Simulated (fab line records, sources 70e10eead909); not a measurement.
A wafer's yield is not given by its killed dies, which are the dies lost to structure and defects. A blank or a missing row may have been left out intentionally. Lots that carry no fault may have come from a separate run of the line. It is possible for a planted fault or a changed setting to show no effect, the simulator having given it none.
Matching of chambers -- flow nand_harc -- 4 sister chambers for NHARC_A_STAIRCASE_ETCH_313 on rie_diel-08
The step etches the open film in CF4/CHF3. 4 wafers are shown with their chamber, then 7 later ones without.

WAFERS WITH THEIR CHAMBER
wafer,chamber,showerhead_plenum_p_Torr (Torr)
L084.1,3,1.59
L089.3,1,1.66
L089.5,0,1.59
L093.1,2,1.49

WAFERS MISSING THEIR CHAMBER
wafer,showerhead_plenum_p_Torr (Torr)
L093.2,1.66
L093.4,1.59
L092.2,1.49
L092.5,1.59
L096.4,1.58
L096.5,1.48
L096.6,1.65

WHICH CHAMBER EACH ONE RAN IN
wafer,from the rows above,in truth
L093.2,1,1
L093.4,can't be placed: 0 or 3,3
L092.2,2,2
L092.5,can't be placed: 0 or 3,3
L096.4,can't be placed: 0 or 3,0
L096.5,2,2
L096.6,1,1
Correct placement for 4 of the 7. From these rows, 3 cannot be placed; in 3 the true chamber is one of the candidates. Placed wrongly: 0.
How it was worked out, from the rows above alone: a wafer's distance from a chamber is the root of the sum, over the readings, of the square of ((its reading less the chamber's mean) divided by the reading's scatter). If the next closest chamber is less than 2 further off than the closest, the wafer can't be placed; otherwise it belongs to the closest. Each chamber's mean is taken over the wafers shown for it. The scatter: with one shown wafer a chamber, the root of the mean of the squares of how far each hidden wafer lies from its nearest shown one.
